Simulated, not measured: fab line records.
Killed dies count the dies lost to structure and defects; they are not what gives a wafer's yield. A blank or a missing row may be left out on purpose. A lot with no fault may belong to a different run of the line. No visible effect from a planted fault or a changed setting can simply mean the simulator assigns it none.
Matching of chambers + flow nand_harc + NHARC_THIN_TSV_DESCUM_35 on rie_diel-10 has 4 sister chambers
The step chemistry O2, time 3 s. 20 wafers are shown with their chamber, then 10 later ones without.

## WAFERS, EACH WITH ITS CHAMBER
| wafer  | chamber | showerhead_plenum_p_Torr (Torr) | drypump_motor_current_A (A) | oes_product_au (a.u.) |
|--------|---------|---------------------------------|-----------------------------|-----------------------|
| L075.1 | 3       | 1.94                            | 6.5                         | 1.005                 |
| L075.3 | 1       | 1.81                            | 6.5                         | 0.995                 |
| L075.5 | 3       | 1.94                            | 6.5                         | 1.010                 |
| L074.1 | 1       | 1.82                            | 6.5                         | 0.996                 |
| L074.2 | 2       | 1.97                            | 6.0                         | 1.005                 |
| L074.3 | 0       | 1.92                            | 6.4                         | 1.017                 |
| L077.2 | 1       | 1.81                            | 6.5                         | 0.987                 |
| L077.4 | 0       | 1.92                            | 6.3                         | 0.999                 |
| L077.6 | 2       | 1.97                            | 6.0                         | 1.001                 |
| L081.1 | 2       | 1.97                            | 6.0                         | 0.998                 |
| L081.3 | 1       | 1.81                            | 6.5                         | 0.990                 |
| L081.5 | 2       | 1.97                            | 6.0                         | 0.990                 |
| L083.1 | 0       | 1.92                            | 6.4                         | 1.000                 |
| L083.2 | 2       | 1.97                            | 5.9                         | 1.004                 |
| L083.6 | 3       | 1.94                            | 6.6                         | 0.995                 |
| L086.1 | 1       | 1.81                            | 6.5                         | 0.991                 |
| L086.2 | 3       | 1.94                            | 6.6                         | 1.002                 |
| L086.5 | 0       | 1.92                            | 6.4                         | 0.997                 |
| L087.1 | 2       | 1.97                            | 6.0                         | 1.004                 |
| L087.2 | 0       | 1.92                            | 6.4                         | 0.995                 |

SIGNATURES (means of the wafers above)
| reading                  | chamber 0 | chamber 1 | chamber 2 | chamber 3 | scatter within a chamber |
|--------------------------|-----------|-----------|-----------|-----------|--------------------------|
| showerhead_plenum_p_Torr | 1.9200    | 1.8120    | 1.9700    | 1.9400    | 0.00224                  |
| drypump_motor_current_A  | 6.380     | 6.500     | 5.983     | 6.550     | 0.0406                   |
| oes_product_au           | 1.00160   | 0.99180   | 1.00033   | 1.00300   | 0.00635                  |
Rule: for each reading, subtract the chamber's mean from the wafer's reading, divide by that reading's scatter and square the result; add these up over the readings and take the root, which gives the wafer's distance from the chamber. If the next closest chamber is less than 2 further off than the closest, the wafer can't be placed; otherwise it belongs to the closest. The scatter: the root of (the sum of the squares of (reading less its chamber's mean) over the shown wafers, divided by (wafers less chambers)).

## WAFERS MISSING THEIR CHAMBER
| wafer  | showerhead_plenum_p_Torr (Torr) | drypump_motor_current_A (A) | oes_product_au (a.u.) |
|--------|---------------------------------|-----------------------------|-----------------------|
| L087.4 | 1.94                            | 6.6                         | 1.004                 |
| L089.1 | 1.97                            | 6.0                         | 0.999                 |
| L089.2 | 1.81                            | 6.5                         | 0.991                 |
| L089.6 | 1.94                            | 6.5                         | 1.012                 |
| L093.1 | 1.94                            | 6.5                         | 1.003                 |
| L093.3 | 1.92                            | 6.3                         | 0.995                 |
| L093.4 | 1.81                            | 6.5                         | 0.996                 |
| L096.1 | 1.92                            | 6.3                         | 1.009                 |
| L096.2 | 1.94                            | 6.6                         | 1.012                 |
| L096.5 | 1.97                            | 6.0                         | 1.008                 |

## THE CHAMBER EACH PASSED THROUGH
| wafer  | from the rows above | in truth |
|--------|---------------------|----------|
| L087.4 | 3                   | 3        |
| L089.1 | 2                   | 2        |
| L089.2 | 1                   | 1        |
| L089.6 | 3                   | 3        |
| L093.1 | 3                   | 3        |
| L093.3 | 0                   | 0        |
| L093.4 | 1                   | 1        |
| L096.1 | 0                   | 0        |
| L096.2 | 3                   | 3        |
| L096.5 | 2                   | 2        |
10 of 10 placed correctly. Not placeable from these rows: 0. Placed wrongly: 0.
